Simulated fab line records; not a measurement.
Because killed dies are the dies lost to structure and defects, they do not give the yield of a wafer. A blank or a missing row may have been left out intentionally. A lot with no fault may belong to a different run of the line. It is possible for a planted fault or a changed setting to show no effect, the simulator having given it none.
Code-filled problem report in 8D (eight disciplines) form ; flow nand-harc ; the parts of the form that need people (team, actions taken, sign-off) are left out

## 1. THE ISSUE
Mean of raw-defect-count at NHARC_A_M0_INSPECT_27: 3103 across 9 wafers in 3 lots; on wafers with no fault it is 554 (standard deviation 130). That puts it +20 standard deviations away from the usual mean.
Earliest sighting: wafer L250.4 on defect-inspect-01 at day 25 18:14. The record has a number at this step for 33 wafers belonging to 11 lots. By rule, "out" or "out of limits" means more than 4 standard deviations away from the usual mean. The other wafers with a number count as sound.

## 2. WHAT THIS IS AND IS NOT
question;is;is not
which readings at this step;raw-defect-count;-
which lots;L250, L251, L253;L244, L245, L257, L260, L261, L263, L264, L265
which wafers of those lots;all that have a number;-
read on which gauges;defect-inspect-01, defect-inspect-02;-
when;from day 25 18:14;"up to then (6 sound wafers); but 18 sound wafers of L257, L260, L261, L263, L264, L265 came after"

## 3. SUSPECTS, AND WHAT RULES EACH OUT
Counting: a tool at a process step up to the reading stays a suspect if it ran every lot that is out and no sound lot after the first of them.
- the gauge at NHARC_A_M0_INSPECT_27 has been ruled out. The wafers that are out were read on 2 gauges (defect-inspect-01, defect-inspect-02).
- cmp-04 at NHARC_A_M0_CMP_23 (polishes, t overpolish 20 s, target thk 113.75 nm): ruled out as a lasting fault. The sound lots L261, L264 went through it after L250, its earliest lot that is out (day 25 17:49).
Left after counting: nothing in the record.

## 4. THE CAUSE (what the simulator had put in)
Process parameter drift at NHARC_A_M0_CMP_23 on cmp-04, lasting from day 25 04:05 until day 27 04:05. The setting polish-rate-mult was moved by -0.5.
The count ruled it out by mistake, since the rule takes a fault to strike every lot its tool runs from the start of the fault on, and this one did not do so.

## 5. SEQUENCE OF EFFECTS, ordered by route
Each row: a reading where the mean over the struck wafers with a number is more than 3 standard deviations away from the usual. Readings are gone through only where the record gives a usual standard deviation; hours: the median, over the lots, of the time from a lot's start at the first step in this table giving one to that lot's start at this step; sigmas: the change measured in usual standard deviations.
hours;step;reading;usual;on struck wafers;change;sigmas
0;NHARC_A_M0_INSPECT_27;raw-defect-count;554;3103;+2549;+20
39;NHARC_END_SORT_01;defect-limited-yield;92.0 %;0.0;-92.0;-33
39;NHARC_END_SORT_01;killed-at-array;49;672;+623;+35
39;NHARC_END_SORT_01;killed-dies;54;677;+623;+33
39;NHARC_END_SORT_01;sort_bin_3_pct;0.6 %;92.0;+91.4;+99 or more
39;NHARC_END_SORT_01;sort-n-pass;623;0;-623;-33
39;NHARC_END_SORT_01;sort-rim-yield-pct;89 %;0;-89;-19
39;NHARC_END_SORT_01;sort-yield-pct;92.0 %;0.0;-92.0;-33

## 6. WHAT WOULD HAVE CAUGHT IT SOONER
Counted from the fault's start at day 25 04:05, it took 14 hours until the first out-of-limits reading at a measuring or inspecting step in this record, taken at day 25 18:14.
No tool reading at NHARC_A_M0_CMP_23 that has a usual standard deviation in the record was out on any struck wafer, so an alarm limit of 4 standard deviations on those readings would not have fired.
